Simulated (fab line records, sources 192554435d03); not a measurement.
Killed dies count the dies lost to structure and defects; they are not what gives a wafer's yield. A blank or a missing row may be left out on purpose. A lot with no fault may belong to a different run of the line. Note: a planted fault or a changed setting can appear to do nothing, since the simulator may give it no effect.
fab line records -- flow n5Finfet
record: lots: 7, wafers: 21
route steps=1938 shown BEOL_M11@1566 BEOL_M12@1648 BEOL_M13@1680 BEOL_M15@1775
startH: the number of hours between the record's first day and the start of the first shown wafer of the lot -- waitH: time in hours since the lot's previous step -- " identical to the entry in the row above -- L1.1+2: a row that stands for several wafers -- - no value present, or no start provided -- * or withheld: withheld -- < > ~ a bound
route shown NAME@n: NAME is a module with steps in the file, n the number in the route of the first one -- usual: mean and standard deviation over wafers with no fault -- same: alike in all rows -- chamber/n: place in a boat -- sites: per-site readings -- _std_site: the standard deviation of these -- _edge_site: outer sites' mean less inner sites' -- radiusMm: how far each site lies from the wafer's centre -- mask NAME#n: copy n -- behind: the last tool/chamber to shape the wafer -- hold: the reason the lot was held/the length of the hold in hours/how it ended -- device: whichever transistor did not switch (one of n, p or np) -- end of line: tests run on the same wafers once the route is complete -- where a step has no rows: the recipe by itself -- killed: not the wafer's yield, but the dies lost to structure and defects at the first sort -- map: dies across one wafer; x = killed, . = not, _ = none there
set.NAME: the setting the step ran with; set.NAME@STEP: the setting that earlier step ran with -- model.NAME: the simulator's own value behind a step, which no gauge read
lots where settings were altered on purpose, with a table for each step and a row for each wafer
== steps ==
step: N5_BEOL_M11_PEB_26
recipe: pebTempC: withheld, pebTimeS: 60, resist: CAR-ArF
lot.wafer,tool,chamber,startH,waitH,set.pebTimeS
L080.1+3+6,lithoTrack-01,0,260.16,0.1,60
L081.1,lithoTrack-02,0,288.06,0.1,73.06
L081.4+6,lithoTrack-02,0,288.06,0.1,60
L083.4+5,lithoTrack-01,0,288.11,0.0,65.66
L083.6,lithoTrack-01,0,288.11,0.0,60
L082.2,lithoTrack-05,0,288.16,0.1,60
L082.4+5,lithoTrack-05,0,288.16,0.1,55.9
L089.2+4,lithoTrack-02,0,319.09,0.1,60
L089.3,lithoTrack-02,0,319.09,0.1,48.39
L093.1+4+5,lithoTrack-02,0,348.24,0.1,60
L094.2+3+6,lithoTrack-01,0,348.42,0.1,60
step: N5_BEOL_M11_DEVELOP_27
recipe: developTimeS: 30, developer: TMAH, resist: CAR-ArF, rinseLiquid: diw, dry: airSpin, devTempC: 23
step: N5_BEOL_M11_CD_MEAS_28
recipe: targetCdNm: 70, landingEnergyEv: 500, detector: seInlens, polarity: opening
usual: cdNm: 70.2/0.7
lot.wafer,tool,chamber,startH,waitH,set.pebTimeS@BEOL_M11_PEB_26,cdNm
L080.1,cdSem-01,0,260.23,-,60,70.2
L080.3,cdSem-01,0,260.23,-,60,70.5
L080.6,cdSem-01,0,260.23,-,60,70.4
L081.1,cdSem-01,0,288.13,-,73.06,78.6
L081.4,cdSem-01,0,288.13,-,60,71.8
L081.6,cdSem-01,0,288.13,-,60,71.2
L083.4,cdSem-02,0,288.18,-,65.66,74.3
L083.5,cdSem-02,0,288.18,-,65.66,75.1
L083.6,cdSem-02,0,288.18,-,60,70.9
L082.2,cdSem-01,0,288.23,-,60,70.4
L082.4,cdSem-01,0,288.23,-,55.9,67.3
L082.5,cdSem-01,0,288.23,-,55.9,67.5
L089.2,cdSem-01,0,319.15,-,60,70.9
L089.3,cdSem-01,0,319.15,-,48.39,60.0
L089.4,cdSem-01,0,319.15,-,60,71.0
L093.1,cdSem-02,0,348.31,-,60,69.0
L093.4,cdSem-02,0,348.31,-,60,69.6
L093.5,cdSem-02,0,348.31,-,60,70.8
L094.2,cdSem-02,0,348.49,-,60,70.3
L094.3,cdSem-02,0,348.49,-,60,70.5
L094.6,cdSem-02,0,348.49,-,60,70.0
step: N5_BEOL_M11_VIA_ETCH_34
recipe: chemistry: C4F6/O2, target: SiCOH_lowk, targetDepthA: 1845, maskMaterial: SOC, taperDeg: 4, timeS: 69.2, ionEnergyEv: 250, pressureMtorr: 30, sourceW: 345, biasW: 185, Ar_flow_sccm: 300, C4F6_flow_sccm: 10, O2_flow_sccm: 10
lot.wafer,tool,chamber,startH,waitH,set.timeS,model.etch.depthNm,model.SOC_of_BEOL_M11_COAT_63.thkNm
L080.1,rieDiel-02,0,260.53,0.0,62.89,169.5,92.6
L080.3,rieDiel-02,3,260.53,0.0,69.2,188.2,91.8
L080.6,rieDiel-02,1,260.53,0.0,69.2,181.5,91.8
L081.1,rieDiel-02,1,288.42,0.0,83.61,218.2,90.2
L081.4,rieDiel-02,0,288.42,0.0,69.2,185.6,91.8
L081.6,rieDiel-02,3,288.42,0.0,83.61,225.6,89.6
L083.4,rieDiel-06,1,288.66,0.0,78.79,204.2,91
L083.5,rieDiel-06,1,288.66,0.0,69.2,179.6,92
L083.6,rieDiel-06,2,288.66,0.0,78.79,204.9,91.4
L082.2,rieDiel-02,3,288.89,0.0,69.2,186.4,91.8
L082.4,rieDiel-02,0,288.89,0.0,73.8,198.5,91
L082.5,rieDiel-02,1,288.89,0.0,73.8,192.4,91.4
L089.2,rieDiel-02,2,319.92,0.0,69.2,182.3,92
L089.3,rieDiel-02,1,319.92,0.0,69.2,181.5,92
L089.4,rieDiel-02,3,319.92,0.0,69.2,186.5,91.8
L093.1,rieDiel-06,1,348.91,0.0,69.2,178.8,93.2
L093.4,rieDiel-06,3,348.91,0.0,69.2,183.3,92.2
L093.5,rieDiel-06,2,348.91,0.0,69.2,181.3,92.6
L094.2,rieDiel-05,3,349.19,0.0,79.99,215.3,90.6
L094.3,rieDiel-05,2,349.19,0.0,69.2,183.8,92.2
L094.6,rieDiel-05,3,349.19,0.0,69.2,185.7,91.8
step: N5_BEOL_M12_SPUTTER_43
recipe: material: TaN, targetThkA: 150, tempC: 50, biasV: 168.6, powerW: 15000, chamberPressurePa: 0.12, timeS: 24.19
lot.wafer,tool,chamber,startH,waitH,set.powerW,model.TaN_of_BEOL_M12_SPUTTER_43.thkNm
L080.1,pvdSputter-01,-,270.48,0.0,15680,15.6
L080.3+6,pvdSputter-01,-,270.48,0.0,15000,14.8
L081.1,pvdSputter-01,-,296.74,0.0,15000,15.2
L081.4,pvdSputter-01,-,296.74,0.0,15000,15
L081.6,pvdSputter-01,-,296.74,0.0,16910,17
L082.2+4+5,pvdSputter-03,-,299.05,0.0,15000,15.2
L083.4,pvdSputter-02,-,299.23,0.0,15000,14.8
L083.5,pvdSputter-02,-,299.23,0.0,15000,15
L083.6,pvdSputter-02,-,299.23,0.0,13820,13.6
L089.2,pvdSputter-02,-,328.32,0.0,17490,17.6
L089.3,pvdSputter-02,-,328.32,0.0,15000,15
L089.4,pvdSputter-02,-,328.32,0.0,17490,17.4
L093.1+5,pvdSputter-02,-,358.09,0.0,15000,14.8
L093.4,pvdSputter-02,-,358.09,0.0,15000,15
L094.2+6,pvdSputter-01,-,358.10,0.0,15000,14.8
L094.3,pvdSputter-01,-,358.10,0.0,13220,13
step: N5_BEOL_M13_COAT_65
recipe: resist: SOC, tempC: 250, timeS: 60, spinRpm: 1500, resistThkNm: 350
lot.wafer,tool,chamber,startH,waitH,set.spinRpm,model.SOC_of_BEOL_M13_COAT_65.thkNm
L080.1,lithoTrack-03,0,272.84,0.0,1395,363
L080.3,lithoTrack-03,0,272.84,0.0,1500,349.8
L080.6,lithoTrack-03,0,272.84,0.0,1395,362.2
L081.1,lithoTrack-05,0,299.05,0.0,1612,338.6
L081.4,lithoTrack-05,0,299.05,0.0,1612,337.6
L081.6,lithoTrack-05,0,299.05,0.0,1500,350
L082.2,lithoTrack-05,0,301.36,0.0,1500,349.8
L082.4,lithoTrack-05,0,301.36,0.0,1500,350.8
L082.5,lithoTrack-05,0,301.36,0.0,1666,332.4
L083.4+5,lithoTrack-03,0,301.84,0.0,1500,351.6
L083.6,lithoTrack-03,0,301.84,0.0,1500,351
L089.2,lithoTrack-05,0,330.72,0.0,1500,350
L089.3,lithoTrack-05,0,330.72,0.0,1500,350.8
L089.4,lithoTrack-05,0,330.72,0.0,1500,350.6
L093.1+5,lithoTrack-03,0,360.67,0.0,1500,348
L093.4,lithoTrack-03,0,360.67,0.0,1500,348.8
L094.2,lithoTrack-05,0,360.73,0.0,1654,332.6
L094.3,lithoTrack-05,0,360.73,0.0,1500,348.6
L094.6,lithoTrack-05,0,360.73,0.0,1500,349.2
step: N5_BEOL_M13_EXPOSE_25
recipe: maskId: M13, na: 0.93, sourceShape: conventional, sigmaOuter: 0.4, polarization: unpolarized, targetCdNm: 210, doseMj: 22
lot.wafer,tool,chamber,startH,waitH,mask,set.doseMj
L080.1+3+6,krfScanner-02,0,273.08,-,M13#0,22
L081.1,krfScanner-01,0,299.17,-,M13#0,22
L081.4+6,krfScanner-01,0,299.17,-,M13#0,23.44
L082.2+4+5,krfScanner-02,0,301.60,-,M13#0,22
L083.4+6,krfScanner-01,0,302.10,-,M13#0,22.84
L083.5,krfScanner-01,0,302.10,-,M13#0,22
L089.2,krfScanner-01,0,330.84,-,M13#0,23.05
L089.3+4,krfScanner-01,0,330.84,-,M13#0,22
L093.1+4+5,krfScanner-01,0,360.91,-,M13#0,22
L094.2+3+6,krfScanner-02,0,361.08,-,M13#0,22
step: N5_BEOL_M13_PEB_26
recipe: pebTempC: 130, pebTimeS: 90
step: N5_BEOL_M13_DEVELOP_27
recipe: developTimeS: 45, rinseLiquid: diw, dry: airSpin, devTempC: 21
step: N5_BEOL_M13_HARDBAKE_32
recipe: tempC: 130, timeS: 120
step: N5_BEOL_M13_CD_MEAS_28
recipe: targetCdNm: 209.5, landingEnergyEv: 500, detector: seInlens
usual: cdNm: 209.8/0.9
lot.wafer,tool,chamber,startH,waitH,set.doseMj@BEOL_M13_EXPOSE_25,cdNm
L080.1,cdSem-02,0,273.25,-,22,209.1
L080.3,cdSem-02,0,273.25,-,22,209.9
L080.6,cdSem-02,0,273.25,-,22,209.4
L081.1,cdSem-03,0,299.34,-,22,208.7
L081.4,cdSem-03,0,299.34,-,23.44,216.1
L081.6,cdSem-03,0,299.34,-,23.44,215.3
L082.2,cdSem-01,0,301.77,-,22,208.8
L082.4,cdSem-01,0,301.77,-,22,209.7
L082.5,cdSem-01,0,301.77,-,22,210.5
L083.4,cdSem-02,0,302.26,-,22.84,212.6
L083.5,cdSem-02,0,302.26,-,22,208.3
L083.6,cdSem-02,0,302.26,-,22.84,212.3
L089.2,cdSem-03,0,331.01,-,23.05,215.5
L089.3,cdSem-03,0,331.01,-,22,210.8
L089.4,cdSem-03,0,331.01,-,22,210.6
L093.1,cdSem-02,0,361.09,-,22,210.5
L093.4,cdSem-02,0,361.09,-,22,209.7
L093.5,cdSem-02,0,361.09,-,22,210.0
L094.2,cdSem-03,0,361.25,-,22,210.7
L094.3,cdSem-03,0,361.25,-,22,210.5
L094.6,cdSem-03,0,361.25,-,22,210.6
step: N5_BEOL_M13_DESCUM_33
recipe: chemistry: O2, timeS: 7.9, sourcePowerW: 50, biasPowerW: 20, pressureMtorr: 20, rfFrequencyHz: 2.712e+07, tempC: 40, o2FlowSccm: 225
lot.wafer,tool,chamber,startH,waitH,set.doseMj@BEOL_M13_EXPOSE_25,model.BEOL_M13.cdNm
L080.1+6,rieDiel-06,"2,0",273.34,0.0,22,209.2
L080.3,rieDiel-06,3,273.34,0.0,22,209.4
L081.1,rieDiel-06,3,299.43,0.0,22,208.6
L081.4,rieDiel-06,3,299.43,0.0,23.44,216.2
L081.6,rieDiel-06,1,299.43,0.0,23.44,215.2
L082.2,rieDiel-05,0,301.94,0.1,22,209
L082.4,rieDiel-05,0,301.94,0.1,22,209.2
L082.5,rieDiel-05,1,301.94,0.1,22,210.8
L083.4,rieDiel-02,1,302.34,0.0,22.84,212.4
L083.5,rieDiel-02,2,302.34,0.0,22,208
L083.6,rieDiel-02,1,302.34,0.0,22.84,212.2
L089.2,rieDiel-02,2,331.11,0.0,23.05,215.2
L089.3,rieDiel-02,1,331.11,0.0,22,211.2
L089.4,rieDiel-02,3,331.11,0.0,22,210.6
L093.1,rieDiel-05,0,361.18,0.0,22,210.2
L093.4,rieDiel-05,2,361.18,0.0,22,209.4
L093.5,rieDiel-05,2,361.18,0.0,22,210
L094.2+3,rieDiel-02,"0,3",361.34,0.0,22,210.8
L094.6,rieDiel-02,1,361.34,0.0,22,210.4
step: N5_BEOL_M13_ETCH_67
recipe: chemistry: CF4, target: SiARC, targetDepthA: 1430, timeS: 238.3, ionEnergyEv: 80, pressureMtorr: 40, sourceW: 545, biasW: 36, Ar_flow_sccm: 100, cf4FlowSccm: 100, ends: cleared
step: N5_BEOL_M13_ETCH_68
recipe: chemistry: N2/H2, target: SOC, maskMaterial: SiARC, sourceW: 3000, biasW: 350, tempC: 40, timeS: 355, ionEnergyEv: 200, pressureMtorr: 30, n2FlowSccm: 200, h2FlowSccm: 200
lot.wafer,tool,chamber,startH,waitH,set.doseMj@BEOL_M13_EXPOSE_25,model.BEOL_M13.cdNm
L080.1,rieDiel-06,2,273.52,0.1,22,207.2
L080.3+6,rieDiel-06,"3,0",273.52,0.1,22,208.6
L081.1,rieDiel-06,3,299.61,0.1,22,208.4
L081.4,rieDiel-06,3,299.61,0.1,23.44,215.4
L081.6,rieDiel-06,1,299.61,0.1,23.44,213.8
L082.2,rieDiel-05,0,302.12,0.1,22,210.8
L082.4,rieDiel-05,0,302.12,0.1,22,212
L082.5,rieDiel-05,1,302.12,0.1,22,212.6
L083.4,rieDiel-02,1,302.53,0.1,22.84,212.4
L083.5,rieDiel-02,2,302.53,0.1,22,206.8
L083.6,rieDiel-02,1,302.53,0.1,22.84,211.8
L089.2,rieDiel-02,2,331.29,0.1,23.05,214.6
L089.3,rieDiel-02,1,331.29,0.1,22,211
L089.4,rieDiel-02,3,331.29,0.1,22,210.8
L093.1,rieDiel-05,0,361.36,0.1,22,210.6
L093.4,rieDiel-05,2,361.36,0.1,22,210.2
L093.5,rieDiel-05,2,361.36,0.1,22,209.4
L094.2,rieDiel-02,0,361.52,0.1,22,211.2
L094.3,rieDiel-02,3,361.52,0.1,22,213
L094.6,rieDiel-02,1,361.52,0.1,22,212
step: N5_BEOL_M13_STRIP_69
recipe: chemistry: N2/H2, tempC: 40, n2FlowSccm: 200, h2FlowSccm: 200, rfFrequencyHz: 6e+07
step: N5_BEOL_M13_TRENCH_ETCH_34
recipe: chemistry: C4F8/O2/Ar, target: SiOC, targetDepthA: 4134.7, maskMaterial: SOC, pressureMtorr: 30, sourceW: 3000, biasW: 700, Ar_flow_sccm: 400, C4F8_flow_sccm: 15, O2_flow_sccm: 8, heInnerTorr: 15, heOuterTorr: 30, timeS: 162.6, ionEnergyEv: 250
lot.wafer,tool,chamber,startH,waitH,set.doseMj@BEOL_M13_EXPOSE_25,model.BEOL_M13.cdNm
L080.1,rieDiel-06,2,273.75,0.0,22,207.2
L080.3+6,rieDiel-06,"3,0",273.75,0.0,22,208.6
L081.1,rieDiel-06,3,299.83,0.0,22,208.6
L081.4,rieDiel-06,3,299.83,0.0,23.44,215.6
L081.6,rieDiel-06,1,299.83,0.0,23.44,214
L082.2,rieDiel-05,0,302.34,0.0,22,211
L082.4+5,rieDiel-05,"0,1",302.34,0.0,22,212.6
L083.4,rieDiel-02,1,302.75,0.0,22.84,212.6
L083.5,rieDiel-02,2,302.75,0.0,22,207.2
L083.6,rieDiel-02,1,302.75,0.0,22.84,212
L089.2,rieDiel-02,2,331.51,0.0,23.05,214.6
L089.3,rieDiel-02,1,331.51,0.0,22,211
L089.4,rieDiel-02,3,331.51,0.0,22,210.8
L093.1,rieDiel-05,0,361.58,0.0,22,210.8
L093.4,rieDiel-05,2,361.58,0.0,22,210.2
L093.5,rieDiel-05,2,361.58,0.0,22,209.4
L094.2,rieDiel-02,0,361.74,0.0,22,211
L094.3,rieDiel-02,3,361.74,0.0,22,213
L094.6,rieDiel-02,1,361.74,0.0,22,212
step: N5_BEOL_M15_COAT_58
recipe: resist: BARC, tempC: 205, timeS: 60, spinRpm: 1500, resistThkNm: 89
lot.wafer,tool,chamber,startH,waitH,set.spinRpm,model.BARC_of_BEOL_M15_COAT_58.thkNm
L080.1,lithoTrack-05,0,284.45,0.0,1547,87.6
L080.3,lithoTrack-05,0,284.45,0.0,1547,87.4
L080.6,lithoTrack-05,0,284.45,0.0,1500,89
L081.1+6,lithoTrack-03,0,312.24,0.0,1417,91.6
L081.4,lithoTrack-03,0,312.24,0.0,1500,88.8
L082.2+4,lithoTrack-04,0,312.88,0.0,1500,88.6
L082.5,lithoTrack-04,0,312.88,0.0,1438,90.4
L083.4+6,lithoTrack-04,0,314.12,0.0,1500,88.4
L083.5,lithoTrack-04,0,314.12,0.0,1500,88.8
L089.2+3,lithoTrack-05,0,339.78,0.0,1500,89
L089.4,lithoTrack-05,0,339.78,0.0,1630,85.2
L093.1,lithoTrack-05,0,371.47,0.0,1500,89.2
L093.4,lithoTrack-05,0,371.47,0.0,1500,89.4
L093.5,lithoTrack-05,0,371.47,0.0,1500,89
L094.2,lithoTrack-05,0,371.75,0.0,1500,88.6
L094.3,lithoTrack-05,0,371.75,0.0,1372,93
L094.6,lithoTrack-05,0,371.75,0.0,1500,88.8
step: N5_BEOL_M15_COAT_04
recipe: spinRpm: 1704, resistThkNm: 800
step: N5_BEOL_M15_EBR_06
recipe: solvent: PGMEA, ebrWidthMm: 1.5
step: N5_BEOL_M15_DESCUM_15
recipe: chemistry: O2, timeS: 7.9, sourcePowerW: 50, biasPowerW: 20, pressureMtorr: 20, rfFrequencyHz: 2.712e+07, tempC: 40, o2FlowSccm: 225
step: N5_BEOL_M15_ETCH_59
recipe: chemistry: N2/H2, target: BARC, targetDepthA: 890, overetchA: 267, timeS: 67.9, ionEnergyEv: 200, pressureMtorr: 30, sourceW: 840, biasW: 150, n2FlowSccm: 200, h2FlowSccm: 200
lot.wafer,tool,chamber,startH,waitH,set.spinRpm@BEOL_M15_COAT_58,model.etch.depthNm
L080.1,rieDiel-06,0,284.85,0.0,1547,87.53
L080.3,rieDiel-06,1,284.85,0.0,1547,87.4
L080.6,rieDiel-06,0,284.85,0.0,1500,88.93
L081.1,rieDiel-05,1,313.08,0.0,1417,91.57
L081.4,rieDiel-05,0,313.08,0.0,1500,88.75
L081.6,rieDiel-05,3,313.08,0.0,1417,91.56
L082.2,rieDiel-02,3,314.02,0.0,1500,88.57
L082.4,rieDiel-02,0,314.02,0.0,1500,88.66
L082.5,rieDiel-02,0,314.02,0.0,1438,90.32
L083.4,rieDiel-02,2,315.65,0.0,1500,88.5
L083.5,rieDiel-02,0,315.65,0.0,1500,88.72
L083.6,rieDiel-02,3,315.65,0.0,1500,88.31
L089.2,rieDiel-06,3,340.19,0.0,1500,88.97
L089.3,rieDiel-06,3,340.19,0.0,1500,88.91
L089.4,rieDiel-06,1,340.19,0.0,1630,85.26
L093.1,rieDiel-02,1,372.23,0.0,1500,89.2
L093.4,rieDiel-02,1,372.23,0.0,1500,89.32
L093.5,rieDiel-02,3,372.23,0.0,1500,89.09
L094.2,rieDiel-02,2,372.81,0.0,1500,88.65
L094.3,rieDiel-02,3,372.81,0.0,1372,93
L094.6,rieDiel-02,1,372.81,0.0,1500,88.84
step: N5_BEOL_M15_COAT_60
recipe: resist: BARC, tempC: 205, timeS: 60, spinRpm: 1500, resistThkNm: 89
lot.wafer,tool,chamber,startH,waitH,set.spinRpm,model.BARC_of_BEOL_M15_COAT_60.thkNm
L080.1,lithoTrack-03,0,285.97,0.3,1575,86.8
L080.3,lithoTrack-03,0,285.97,0.3,1500,89.2
L080.6,lithoTrack-03,0,285.97,0.3,1575,87.2
L081.1,lithoTrack-05,0,314.18,0.3,1500,89
L081.4,lithoTrack-05,0,314.18,0.3,1385,92
L081.6,lithoTrack-05,0,314.18,0.3,1385,92.6
L082.2+5,lithoTrack-03,0,315.12,0.3,1500,89
L082.4,lithoTrack-03,0,315.12,0.3,1355,93.6
L083.4,lithoTrack-04,0,317.03,0.3,1500,88.8
L083.5+6,lithoTrack-04,0,317.03,0.3,1444,90.2
L089.2+3,lithoTrack-05,0,341.68,0.5,1500,89.2
L089.4,lithoTrack-05,0,341.68,0.5,1500,89
L093.1+4+5,lithoTrack-03,0,373.33,0.3,1500,89.4
L094.2+3,lithoTrack-03,0,374.05,0.3,1645,84.6
L094.6,lithoTrack-03,0,374.05,0.3,1500,88.8
step: N5_BEOL_M15_COAT_22
recipe: spinRpm: 1704, resistThkNm: 800
lot.wafer,tool,chamber,startH,waitH,set.spinRpm,model.coat_of_BEOL_M15_COAT_22.thkNm
L080.1,lithoTrack-03,0,-,-,1557,837.4
L080.3,lithoTrack-03,0,-,-,1557,838.2
L080.6,lithoTrack-03,0,-,-,1557,836.6
L081.1,lithoTrack-05,0,-,-,1704,802.8
L081.4,lithoTrack-05,0,-,-,1704,803.2
L081.6,lithoTrack-05,0,-,-,1704,801.4
L082.2,lithoTrack-03,0,-,-,1772,786.8
L082.4,lithoTrack-03,0,-,-,1772,788.2
L082.5,lithoTrack-03,0,-,-,1704,803.8
L083.4+5,lithoTrack-04,0,-,-,1627,815
L083.6,lithoTrack-04,0,-,-,1704,795.2
L089.2,lithoTrack-05,0,-,-,1704,799
L089.3,lithoTrack-05,0,-,-,1584,830.6
L089.4,lithoTrack-05,0,-,-,1704,799.4
L093.1,lithoTrack-03,0,-,-,1704,799
L093.4,lithoTrack-03,0,-,-,1704,800.6
L093.5,lithoTrack-03,0,-,-,1704,799.6
L094.2,lithoTrack-03,0,-,-,1521,847
L094.3,lithoTrack-03,0,-,-,1521,848.4
L094.6,lithoTrack-03,0,-,-,1704,804.2
step: N5_BEOL_M15_EBR_24
recipe: solvent: PGMEA, ebrWidthMm: 1.5
step: N5_BEOL_M15_SOFTBAKE_23
recipe: tempC: 130, timeS: 60
step: N5_BEOL_M15_DESCUM_33
recipe: chemistry: O2, timeS: 7.9, sourcePowerW: 50, biasPowerW: 20, pressureMtorr: 20, rfFrequencyHz: 2.712e+07, tempC: 40, o2FlowSccm: 225
step: N5_BEOL_M15_ETCH_61
recipe: chemistry: N2/H2, target: BARC, targetDepthA: 890, overetchA: 267, timeS: 67.9, ionEnergyEv: 200, pressureMtorr: 30, sourceW: 840, biasW: 150, n2FlowSccm: 200, h2FlowSccm: 200
lot.wafer,tool,chamber,startH,waitH,set.spinRpm@BEOL_M15_COAT_60,model.etch.depthNm
L080.1,rieDiel-02,0,286.46,0.0,1575,86.76
L080.3,rieDiel-02,2,286.46,0.0,1500,89.17
L080.6,rieDiel-02,2,286.46,0.0,1575,87.1
L081.1,rieDiel-05,3,315.90,0.0,1500,88.99
L081.4,rieDiel-05,0,315.90,0.0,1385,92.09
L081.6,rieDiel-05,1,315.90,0.0,1385,92.62
L082.2,rieDiel-02,1,317.17,0.0,1500,88.97
L082.4,rieDiel-02,3,317.17,0.0,1355,93.55
L082.5,rieDiel-02,2,317.17,0.0,1500,89.04
L083.4,rieDiel-06,1,319.00,0.0,1500,88.77
L083.5,rieDiel-06,1,319.00,0.0,1444,90.17
L083.6,rieDiel-06,2,319.00,0.0,1444,90.23
L089.2,rieDiel-06,3,342.22,0.0,1500,89.1
L089.3,rieDiel-06,3,342.22,0.0,1500,89.17
L089.4,rieDiel-06,1,342.22,0.0,1500,88.98
L093.1,rieDiel-05,0,374.03,0.0,1500,89.48
L093.4,rieDiel-05,0,374.03,0.0,1500,89.47
L093.5,rieDiel-05,1,374.03,0.0,1500,89.34
L094.2,rieDiel-05,0,374.57,0.0,1645,84.62
L094.3,rieDiel-05,1,374.57,0.0,1645,84.6
L094.6,rieDiel-05,2,374.57,0.0,1500,88.89
step: N5_BEOL_M15_TRENCH_ETCH_34
recipe: chemistry: C4F8/O2/Ar, target: SiO2, targetDepthA: 8729.3, heInnerTorr: 15, heOuterTorr: 30, timeS: 199, ionEnergyEv: 800, pressureMtorr: 20, sourceW: 1905, biasW: 2040, Ar_flow_sccm: 400, C4F8_flow_sccm: 16, O2_flow_sccm: 12
lot.wafer,tool,chamber,startH,waitH,set.spinRpm@BEOL_M15_COAT_22,model.coat_of_BEOL_M15_COAT_22.thkNm
L080.1,rieDiel-02,0,286.51,0.0,1557,579.6
L080.3,rieDiel-02,2,286.51,0.0,1557,584.4
L080.6,rieDiel-02,2,286.51,0.0,1557,583.6
L081.1,rieDiel-05,3,315.95,0.0,1704,543
L081.4,rieDiel-05,0,315.95,0.0,1704,543.4
L081.6,rieDiel-05,1,315.95,0.0,1704,547.4
L082.2,rieDiel-02,1,317.23,0.0,1772,536.4
L082.4,rieDiel-02,3,317.23,0.0,1772,526.2
L082.5,rieDiel-02,2,317.23,0.0,1704,547.8
L083.4,rieDiel-06,1,319.05,0.0,1627,564.2
L083.5,rieDiel-06,1,319.05,0.0,1627,563.2
L083.6,rieDiel-06,2,319.05,0.0,1704,539.6
L089.2,rieDiel-06,3,342.30,0.1,1704,541.8
L089.3,rieDiel-06,3,342.30,0.1,1584,572.4
L089.4,rieDiel-06,1,342.30,0.1,1704,550.8
L093.1,rieDiel-05,0,374.08,0.0,1704,536.2
L093.4,rieDiel-05,0,374.08,0.0,1704,539.2
L093.5,rieDiel-05,1,374.08,0.0,1704,545.2
L094.2,rieDiel-05,0,374.62,0.0,1521,586.6
L094.3,rieDiel-05,1,374.62,0.0,1521,596
L094.6,rieDiel-05,2,374.62,0.0,1704,547.2
== key ==
split: step: N5_BEOL_M11_PEB_26, setting: pebTimeS, stated: 60, by: wafer
response: step: N5_BEOL_M11_CD_MEAS_28, reading: cdNm, change: +0.43, per: 1%, r: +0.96
split: step: N5_BEOL_M11_VIA_ETCH_34, setting: timeS, stated: 69.2, by: wafer
response: step: N5_BEOL_M11_VIA_ETCH_34, reading: model.etch.depthNm, change: +1.78, per: 1%, r: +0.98
response: step: N5_BEOL_M11_VIA_ETCH_34, reading: model.SOC_of_BEOL_M11_COAT_63.thkNm, change: -0.0841, per: 1%, r: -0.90
split: step: N5_BEOL_M12_SPUTTER_43, setting: powerW, stated: 15000, by: wafer
response: step: N5_BEOL_M12_SPUTTER_43, reading: model.TaN_of_BEOL_M12_SPUTTER_43.thkNm, change: +0.153, per: 1%, r: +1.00
split: step: N5_BEOL_M13_COAT_65, setting: spinRpm, stated: 1500, by: wafer
response: step: N5_BEOL_M13_COAT_65, reading: model.SOC_of_BEOL_M13_COAT_65.thkNm, change: -1.64, per: 1%, r: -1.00
split: step: N5_BEOL_M13_EXPOSE_25, setting: doseMj, stated: 22, by: wafer
response: step: N5_BEOL_M13_CD_MEAS_28, reading: cdNm, change: +1.05, per: 1%, r: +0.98
response: step: N5_BEOL_M13_DESCUM_33, reading: model.BEOL_M13.cdNm, change: +1.04, per: 1%, r: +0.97
response: step: N5_BEOL_M13_ETCH_68, reading: model.BEOL_M13.cdNm, change: +0.979, per: 1%, r: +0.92
response: step: N5_BEOL_M13_TRENCH_ETCH_34, reading: model.BEOL_M13.cdNm, change: +0.969, per: 1%, r: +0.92
split: step: N5_BEOL_M15_COAT_58, setting: spinRpm, stated: 1500, by: wafer
response: step: N5_BEOL_M15_COAT_58, reading: model.BARC_of_BEOL_M15_COAT_58.thkNm, change: -0.473, per: 1%, r: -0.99
response: step: N5_BEOL_M15_ETCH_59, reading: model.etch.depthNm, change: -0.464, per: 1%, r: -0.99
split: step: N5_BEOL_M15_COAT_60, setting: spinRpm, stated: 1500, by: wafer
response: step: N5_BEOL_M15_COAT_60, reading: model.BARC_of_BEOL_M15_COAT_60.thkNm, change: -0.445, per: 1%, r: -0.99
response: step: N5_BEOL_M15_ETCH_61, reading: model.etch.depthNm, change: -0.448, per: 1%, r: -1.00
split: step: N5_BEOL_M15_COAT_22, setting: spinRpm, stated: 1704, by: wafer
response: step: N5_BEOL_M15_COAT_22, reading: model.coat_of_BEOL_M15_COAT_22.thkNm, change: -4.19, per: 1%, r: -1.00
response: step: N5_BEOL_M15_TRENCH_ETCH_34, reading: model.coat_of_BEOL_M15_COAT_22.thkNm, change: -4.13, per: 1%, r: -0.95
